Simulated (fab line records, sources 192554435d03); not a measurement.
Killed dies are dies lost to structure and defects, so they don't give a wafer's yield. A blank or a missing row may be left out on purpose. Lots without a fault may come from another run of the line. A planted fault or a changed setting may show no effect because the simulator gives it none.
Split-lot experiment | flow n5_finfet | 7 lots, 21 wafers read, on a route of 1938 steps

THE SPLIT
At N5_MOL_CONTACT_COAG_COAT_58 (time 60 s, resist thk 10 nm), the setting spin_rpm was moved away from the recipe's 1500 rpm on 7 of the 21 wafers read, by -4.8% to +9.9%. The other wafers ran this setting at the recipe's value.

FROM THE SPLIT TO THE READING: what the file shows between them, 3 steps
- N5_MOL_CONTACT_COAG_COAT_02: resist thk 30 nm
- N5_MOL_CONTACT_COAG_EBR_04
- N5_MOL_CONTACT_COAG_DESCUM_13: chemistry O2, time 7 s

THE READING
etch.depth_nm (the simulator's own value, which no gauge read), in nm, at N5_MOL_CONTACT_COAG_ETCH_59 (etches underlayer in N2/H2, target depth 13 nm, time 10.4 s). The file gives no usual value for it. The 14 wafers here that ran the recipe average 10.006 nm, standard deviation 0.021 nm.

wafer  | tool, chamber at the split | spin_rpm as run, rpm | against the recipe | etch.depth_nm, nm | against lot-mates on the recipe
L074.4 | litho_track-03, 0          | 1500                 | recipe             | 10.01             | -
L074.5 | litho_track-03, 0          | 1500                 | recipe             | 10.01             | -
L074.6 | litho_track-03, 0          | 1601                 | +6.7%              | 9.675             | -0.335
L075.2 | litho_track-03, 0          | 1500                 | recipe             | 9.951             | -
L075.3 | litho_track-03, 0          | 1500                 | recipe             | 9.999             | -
L075.4 | litho_track-03, 0          | 1500                 | recipe             | 9.985             | -
L084.3 | litho_track-03, 0          | 1500                 | recipe             | 10.02             | -
L084.6 | litho_track-03, 0          | 1500                 | recipe             | 10.02             | -
L084.5 | litho_track-03, 0          | 1500                 | recipe             | 10.01             | -
L088.1 | litho_track-03, 0          | 1500                 | recipe             | 10.02             | -
L088.3 | litho_track-03, 0          | 1500                 | recipe             | 10.01             | -
L088.5 | litho_track-03, 0          | 1500                 | recipe             | 10.04             | -
L091.1 | litho_track-04, 0          | 1428                 | -4.8%              | 10.25             | no lot-mate on the recipe
L091.2 | litho_track-04, 0          | 1428                 | -4.8%              | 10.27             | no lot-mate on the recipe
L091.5 | litho_track-04, 0          | 1428                 | -4.8%              | 10.23             | no lot-mate on the recipe
L093.1 | litho_track-05, 0          | 1500                 | recipe             | 10.03             | -
L093.2 | litho_track-05, 0          | 1500                 | recipe             | 9.997             | -
L093.5 | litho_track-05, 0          | 1563                 | +4.2%              | 9.81              | -0.204
L097.4 | litho_track-04, 0          | 1648                 | +9.9%              | 9.56              | -0.424
L097.5 | litho_track-04, 0          | 1500                 | recipe             | 9.984             | -
L097.6 | litho_track-04, 0          | 1648                 | +9.9%              | 9.525             | -0.459

THE FIT
A straight line over all 21 wafers: etch.depth_nm changes by -0.0482 nm for each +1% of spin_rpm; r = -0.99; the points scatter about the line by 0.021 nm.
The same after taking each lot's own level away (the mean of its wafers on the recipe; 18 wafers): -0.0458 nm for each +1%; r = -1.00; scatter 0.016 nm.
On that fit, the largest move of spin_rpm shifts the reading by 0.45 nm.
The lots' own levels span 9.9783 to 10.0233 nm, that is 2.1 times the standard deviation above.
So the lot-to-lot level changes the slope little: the two slopes agree.
Check: with one of the wafers moved furthest among these (+9.9%) left out of the fit, the line predicts -0.47 nm for it against its lot-mates. It came out at -0.424 nm against them.

OTHER SPLITS ON THESE WAFERS
These wafers also went through other splits before the reading. Each is held against what the fit with the lots' levels taken away leaves over:
other split on the same wafers        | wafers away from the commonest value | r with etch.depth_nm (lot level and that fit taken away)
N5_SD_EPI_N_EPI_21 temp_c             | 7                                    | +0.37
N5_SDB_ALD_29 ald_cycles              | 9                                    | +0.18
N5_DUMMY_REMOVAL_HM_STRIP_01 time_s   | 4                                    | -0.35
N5_HKMG_FIN_PEB_10 peb_time_s         | 9                                    | -0.02
N5_HKMG_FIN_DEVELOP_11 develop_time_s | 7                                    | +0.11
N5_GATE_CUT_COAT_34 spin_rpm          | 7                                    | +0.35
N5_GATE_CUT_COAT_27 spin_rpm          | 6                                    | +0.28
N5_GATE_CUT_ALD_22 ald_cycles         | 6                                    | +0.02

THE WHOLE CHAIN: every reading that the file lists as answering this split, in the file's order
step                        | what it does                                                | reading                                                                                        | change (the file's fit)                | r (the file's)
N5_MOL_CONTACT_COAG_COAT_58 | time 60 s, resist thk 10 nm                                 | underlayer_of_MOL_CONTACT_COAG_COAT_58.thk_nm (the simulator's own value, which no gauge read) | -0.0467 nm for each +1% of the setting | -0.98
N5_MOL_CONTACT_COAG_ETCH_59 | etches underlayer in N2/H2, target depth 13 nm, time 10.4 s | etch.depth_nm (the simulator's own value, which no gauge read)                                 | -0.0466 nm for each +1% of the setting | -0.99

THE FILE'S OWN FIT
etch.depth_nm changes by -0.0466 nm for each +1% of spin_rpm, r = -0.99.
